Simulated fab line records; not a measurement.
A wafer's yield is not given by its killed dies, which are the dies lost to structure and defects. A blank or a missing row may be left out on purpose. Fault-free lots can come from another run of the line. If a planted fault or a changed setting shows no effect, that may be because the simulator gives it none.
Code-filled problem report in 8D (eight disciplines) form || flow n5Finfet || the parts of the form that need people (team, actions taken, sign-off) are left out

## 1. WHAT WENT WRONG
spinSpeedRpm at N5_BEOL_M3_COAT_22 reads a mean of 1062.7 rpm on 6 wafers of 2 lots; wafers without a fault read 1499.7 rpm with a standard deviation of 1. That is -99 or more standard deviations from the usual mean.
The step: resist thk 30 nm.
First observed at day 12 14:49: wafer L734.1, on lithoTrack-05. At this step, 12 wafers from 4 lots have a number in the record. Rule for "out", or "out of limits": more than 4 standard deviations from the usual mean. The other wafers with a number count as sound.

## 2. WHAT IT IS AND WHAT IT IS NOT
{"question": "which readings at this step", "is": "spinSpeedRpm", "is not": "chillPlateTempC"}
{"question": "which lots", "is": "L734, L735", "is not": "L725, L742"}
{"question": "which wafers of those lots", "is": "all that have a number", "is not": "-"}
{"question": "read on which tools", "is": "lithoTrack-05", "is not": "lithoTrack-01"}
{"question": "when", "is": "from day 12 14:49", "is not": "up to then (3 sound wafers); but 3 sound wafers of L742 came after"}

## 3. THE SUSPECTS, EACH WITH WHAT RULES IT OUT
Counting: a tool at any process step up to the reading remains a suspect when it ran all the lots that are out and ran no sound lot after the first of those.
- lithoTrack-05 at N5_BEOL_M3_COAT_22 (resist thk 30 nm): kept. It processed each lot that is out, first L734 at day 12 14:49, and no sound lot thereafter; up to then, the last sound lot it processed was L725 at day 8 10:35. Its own spinSpeedRpm readings are out on those wafers.
Remaining after the count: lithoTrack-05 at N5_BEOL_M3_COAT_22.

## 4. THE CAUSE (what the simulator had put in)
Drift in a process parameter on lithoTrack-05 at N5_BEOL_M3_COAT_22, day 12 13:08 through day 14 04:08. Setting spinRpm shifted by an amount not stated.
The count eliminated every tool but this one.

## 5. SEQUENCE OF EFFECTS, ordered by route
Each row: a reading whose mean over the struck wafers that have a number lies more than 3 standard deviations from the usual. Scope: only readings with a usual standard deviation given in the record; hours: median across lots of the time from each lot's start at the first step in this table that gives one to its start at this step; sigmas: change in usual standard deviations.
{"hours": 0, "step": "N5_BEOL_M3_COAT_22", "reading": "spinSpeedRpm", "usual": "1499.7 rpm", "on struck wafers": 1062.7, "change": -437.0, "sigmas": "-99 or more"}
Process steps it contains:
- N5_BEOL_M3_COAT_22: resist thk 30 nm.
Later measuring or inspecting steps at which every struck wafer that the step has a row for has a number for every such reading, and none has moved that far: N5_BEOL_M4_RC_MEAS_101.

## 6. HOW IT WOULD HAVE BEEN CAUGHT EARLIER
2 hours passed between the start of the fault at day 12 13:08 and the first reading out of limits in this record, taken at day 12 14:49.
